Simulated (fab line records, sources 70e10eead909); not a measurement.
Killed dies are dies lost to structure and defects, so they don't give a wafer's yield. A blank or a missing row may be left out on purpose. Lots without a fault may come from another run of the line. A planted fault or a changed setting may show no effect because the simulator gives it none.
Which tool did it? | flow nand_harc | 10 lots, 30 wafers sampled, at 5 steps of a route of 1302

WHAT THE GAUGES READ, wafer by wafer
NHARC_A_CHANNEL_HOLE_D2_INSPECT_12. Usual: raw_defect_count 33, standard deviation 24.
lot  | measured     | on                | raw_defect_count | flag
L183 | day 13 14:50 | defect_inspect-01 | 58 45 47         |
L185 | day 14 10:40 | defect_inspect-02 | 11 8 6           |
L187 | day 14 22:25 | defect_inspect-02 | 7 8 2            |
L189 | day 15 12:23 | defect_inspect-01 | 48 46 55         |
L190 | day 15 23:19 | defect_inspect-02 | 6 13 5           |
L191 | day 16 12:21 | defect_inspect-01 | 10 11 4          |
L198 | day 19 05:32 | defect_inspect-02 | 66 54 52         |
L197 | day 19 07:18 | defect_inspect-01 | 13 16 15         |
L200 | day 20 07:35 | defect_inspect-01 | 54 41 52         |
L206 | day 22 18:41 | defect_inspect-01 | 22 28 17         |

NHARC_END_SORT_01. Usual: killed_at_array 59, standard deviation 17; killed_at_other 0.9, standard deviation 1.6; killed_at_periphery 3.7, standard deviation 2.3; killed_dies 64, standard deviation 17; killed_open 3.3, standard deviation 1.8; killed_short 2.4, standard deviation 1.6.
lot  | measured     | on        | killed_at_array | killed_at_other | killed_at_periphery | killed_dies | killed_open | killed_short | flag
L187 | day 25 21:14 | prober-02 | 39 50 36        | 0 1 0           | 4 2 5               | 43 53 41    | 5 4 2       | 3 4 4        |
L189 | day 26 19:43 | prober-01 | 672 673 673     | 2 1 1           | 3 3 3               | 677 677 677 | 3 9 8       | 1 2 4        | OFF
L190 | day 26 19:40 | prober-02 | 670 671 666     | 5 4 8           | 2 2 3               | 677 677 677 | 4 2 5       | 4 2 2        | OFF
L191 | day 27 20:43 | prober-02 | 671 668 667     | 0 0 0           | 6 9 10              | 677 677 677 | 1 3 3       | 0 5 2        | OFF
L198 | day 30 20:09 | prober-01 | 85 82 78        | 0 0 0           | 1 3 9               | 86 85 87    | 4 1 2       | 2 7 2        |

WHICH TOOL RAN EACH LOT (tool, then ch and the chambers of the sampled wafers, then the start)
lot  | NHARC_A_CHANNEL_HOLE_D2_ETCH_19  | NHARC_A_CHANNEL_HOLE_D2_ETCH_22  | NHARC_A_CHANNEL_HOLE_D2_ETCH_44
L183 | har_etch-02 ch 0,1, day 13 17:17 | har_etch-02 ch 0,1, day 13 18:19 | rie_diel-01 ch 0,2,3, day 13 21:59
L185 | har_etch-01 ch 0,1, day 14 11:54 | har_etch-01 ch 0,1, day 14 12:46 | rie_diel-01 ch 0,1,2, day 14 16:37
L187 | har_etch-02 ch 0,1, day 15 02:55 | har_etch-02 ch 0,1, day 15 03:52 | rie_diel-02 ch 1,2,3, day 15 07:37
L189 | har_etch-01 ch 0,1, day 15 13:50 | har_etch-01 ch 0,1, day 15 14:43 | rie_diel-01 ch 0,1,3, day 15 18:35
L190 | har_etch-01 ch 0,1, day 16 00:47 | har_etch-01 ch 0,1, day 16 01:43 | rie_diel-02 ch 1,3, day 16 05:29
L191 | har_etch-01 ch 0,1, day 16 14:42 | har_etch-01 ch 0,1, day 16 15:38 | rie_diel-01 ch 1,2,3, day 16 19:23
L198 | har_etch-01 ch 0,1, day 19 06:46 | har_etch-01 ch 0,1, day 19 07:39 | rie_diel-13 ch 0,1, day 19 11:32
L197 | har_etch-02 ch 0,1, day 19 08:47 | har_etch-02 ch 0,1, day 19 09:48 | rie_diel-01 ch 0,1, day 19 13:29
L200 | har_etch-02 ch 0,1, day 20 09:56 | har_etch-02 ch 0,1, day 20 10:48 | rie_diel-02 ch 0,2,3, day 20 14:41
L206 | har_etch-02 ch 0,1, day 22 19:57 | har_etch-02 ch 0,1, day 22 20:54 | rie_diel-01 ch 1,2,3, day 23 00:39
- NHARC_A_CHANNEL_HOLE_D2_ETCH_19: etches the open film in C4F8/O2/Ar, time 34.5 s.
- NHARC_A_CHANNEL_HOLE_D2_ETCH_22: etches the open film in C4F8/O2/Ar, time 666.7 s, target depth 1600 nm.
- NHARC_A_CHANNEL_HOLE_D2_ETCH_44: etches the open film in CF4/O2, target depth 140 nm, overetch 14 nm, time 77 s.

WHAT THE TOOLS THEMSELVES READ (means of the sampled wafers that have a number; where no wafer has one, the mark that the record gives instead)
NHARC_A_CHANNEL_HOLE_D2_ETCH_19. Usual: bias_v 1201 V, standard deviation 12; c4f8_flow_sccm 28.80 sccm, standard deviation 0.084; drypump_motor_current_A 5.3 A, standard deviation 0.46; o2_flow_sccm 96.20 sccm, standard deviation 0.29; oes_air_line_au 0.998 a.u., standard deviation 0.02; rf_fwd_power_W 2446 W, standard deviation 12; showerhead_plenum_p_Torr 3.65 Torr, standard deviation 0.15; throttle_valve_pct 37.038 %, standard deviation 0.0087.
lot  | tool        | bias_v (V) | c4f8_flow_sccm (sccm) | drypump_motor_current_A (A) | o2_flow_sccm (sccm) | oes_air_line_au (a.u.) | rf_fwd_power_W (W) | showerhead_plenum_p_Torr (Torr) | throttle_valve_pct (%) | flag
L183 | har_etch-02 | 1213       | 28.89                 | 5.3                         | 95.89               | 1.016                  | 2451               | 3.68                            | 37.038                 |
L185 | har_etch-01 | 1203       | 28.74                 | 5.1                         | 96.34               | 0.997                  | 2449               | 3.62                            | 37.035                 |
L187 | har_etch-02 | 1205       | 28.82                 | 5.6                         | 96.11               | 0.970                  | 2449               | 3.72                            | 37.029                 |
L189 | har_etch-01 | 1195       | 28.79                 | 5.1                         | 96.04               | 0.993                  | 2444               | 3.60                            | 37.046                 |
L190 | har_etch-01 | 1200       | 28.79                 | 5.0                         | 95.98               | 0.977                  | 2447               | 3.60                            | 37.039                 |
L191 | har_etch-01 | 1196       | 28.92                 | 5.3                         | 96.00               | 1.015                  | 2434               | 3.54                            | 37.047                 |
L198 | har_etch-01 | 1203       | 28.77                 | 5.1                         | 96.50               | 1.007                  | 2452               | 3.58                            | 37.049                 |
L197 | har_etch-02 | 1200       | 28.79                 | 5.5                         | 96.52               | 0.993                  | 2455               | 3.81                            | 37.041                 |
L200 | har_etch-02 | 1202       | 28.70                 | 5.6                         | 96.15               | 1.000                  | 2452               | 3.80                            | 37.031                 |
L206 | har_etch-02 | 1206       | 28.80                 | 5.2                         | 96.37               | 0.987                  | 2436               | 3.86                            | 37.034                 |

NHARC_A_CHANNEL_HOLE_D2_ETCH_22. Usual: c4f8_flow_sccm 89.34 sccm, standard deviation 0.26; chamber_pressure_mTorr 20.003 mTorr, standard deviation 0.017; drypump_motor_current_A 5.3 A, standard deviation 0.46; o2_flow_sccm 35.72 sccm, standard deviation 0.12; oes_air_line_au 0.998 a.u., standard deviation 0.019; showerhead_plenum_p_Torr 3.61 Torr, standard deviation 0.14; throttle_valve_pct 32.154 %, standard deviation 0.0087.
lot  | tool        | c4f8_flow_sccm (sccm) | chamber_pressure_mTorr (mTorr) | drypump_motor_current_A (A) | o2_flow_sccm (sccm) | oes_air_line_au (a.u.) | showerhead_plenum_p_Torr (Torr) | throttle_valve_pct (%) | flag
L183 | har_etch-02 | 89.24                 | 20.013                         | 5.2                         | 35.74               | 1.008                  | 3.64                            | 32.157                 |
L185 | har_etch-01 | 89.24                 | 20.020                         | 5.1                         | 35.80               | 1.012                  | 3.58                            | 32.150                 |
L187 | har_etch-02 | 89.40                 | 20.007                         | 5.6                         | 35.78               | 0.982                  | 3.68                            | 32.161                 |
L189 | har_etch-01 | 89.45                 | 19.994                         | 5.0                         | 35.83               | 0.991                  | 3.56                            | 32.161                 |
L190 | har_etch-01 | 89.33                 | 20.002                         | 5.1                         | 35.74               | 1.000                  | 3.56                            | 32.160                 |
L191 | har_etch-01 | 89.36                 | 19.988                         | 5.3                         | 35.80               | 0.998                  | 3.51                            | 32.155                 |
L198 | har_etch-01 | 89.54                 | 19.990                         | 5.0                         | 35.69               | 0.986                  | 3.54                            | 32.150                 |
L197 | har_etch-02 | 89.16                 | 20.007                         | 5.6                         | 35.80               | 1.014                  | 3.77                            | 32.151                 |
L200 | har_etch-02 | 89.51                 | 19.999                         | 5.5                         | 35.77               | 1.010                  | 3.76                            | 32.149                 |
L206 | har_etch-02 | 89.12                 | 20.014                         | 5.2                         | 35.69               | 0.983                  | 3.81                            | 32.155                 |

NHARC_A_CHANNEL_HOLE_D2_ETCH_44. Usual: bias_w 100.02 W, standard deviation 0.29; cf4_flow_sccm 80.02 sccm, standard deviation 0.24; drypump_motor_current_A 5.8 A, standard deviation 0.48; o2_flow_sccm 20.00 sccm, standard deviation 0.064; oes_product_au 0.997 a.u., standard deviation 0.012; rf_fwd_power_W 297.2 W, standard deviation 1.1; rf_vpp_V 197.6 V, standard deviation 1.6; showerhead_plenum_p_Torr 1.32 Torr, standard deviation 0.068; throttle_valve_pct 13.398 %, standard deviation 0.0095.
lot  | tool        | bias_w (W) | cf4_flow_sccm (sccm) | drypump_motor_current_A (A) | o2_flow_sccm (sccm) | oes_product_au (a.u.) | rf_fwd_power_W (W) | rf_vpp_V (V) | showerhead_plenum_p_Torr (Torr) | throttle_valve_pct (%) | flag
L183 | rie_diel-01 | 100.27     | 79.76                | 5.8                         | 20.01               | 1.001                 | 296.8              | 197.8        | 1.34                            | 13.404                 |
L185 | rie_diel-01 | 100.05     | 79.81                | 5.9                         | 19.98               | 0.999                 | 298.0              | 196.7        | 1.28                            | 13.396                 |
L187 | rie_diel-02 | 99.88      | 80.22                | 5.4                         | 20.00               | 0.998                 | 297.3              | 197.5        | 1.33                            | 13.400                 |
L189 | rie_diel-01 | -          | -                    | -                           | -                   | -                     | -                  | -            | -                               | -                      | OFF
L190 | rie_diel-02 | -          | -                    | -                           | -                   | -                     | -                  | -            | -                               | -                      | OFF
L191 | rie_diel-01 | -          | -                    | -                           | -                   | -                     | -                  | -            | -                               | -                      | OFF
L198 | rie_diel-13 | 99.93      | 80.05                | 5.9                         | 20.01               | 1.009                 | 297.6              | 198.5        | 1.36                            | 13.400                 |
L197 | rie_diel-01 | 99.62      | 79.86                | 6.2                         | 19.99               | 0.998                 | 296.8              | 198.2        | 1.30                            | 13.406                 |
L200 | rie_diel-02 | 100.06     | 79.91                | 6.0                         | 19.95               | 0.989                 | 296.0              | 197.3        | 1.34                            | 13.390                 |
L206 | rie_diel-01 | 99.96      | 79.98                | 5.5                         | 20.01               | 1.004                 | 297.5              | 198.2        | 1.31                            | 13.397                 |

THE ANSWER, worked out from the rows above alone
Rule: a lot is off if the mean of its wafers that have a number lies more than 3 standard deviations from the usual mean. A lot without any number at a reading at which 4 lots or more have one is off too. The other lots that the step has rows for count as sound. The gauges are gone through in route order, then the tools' own readings, and for those a lot's mean is taken as printed above. The first step at which some lot is off is used, and at that step the reading that is off furthest; a lot without a number counts as furthest.
Off: L189, L190, L191, at NHARC_END_SORT_01 (killed_at_array). Neither off nor sound, because the step has no rows for them: L183, L185, L197, L200, L206.
A tool fits if, at a process step before that reading, it ran every lot that is off, and no sound lot after the first of them. The gauges at NHARC_END_SORT_01 aren't tried: what is off there is off at NHARC_A_CHANNEL_HOLE_D2_ETCH_44 too, on other tools, and a gauge's error can't cause that. None of those tried fits.

WHAT THE SIMULATOR HAD PUT IN
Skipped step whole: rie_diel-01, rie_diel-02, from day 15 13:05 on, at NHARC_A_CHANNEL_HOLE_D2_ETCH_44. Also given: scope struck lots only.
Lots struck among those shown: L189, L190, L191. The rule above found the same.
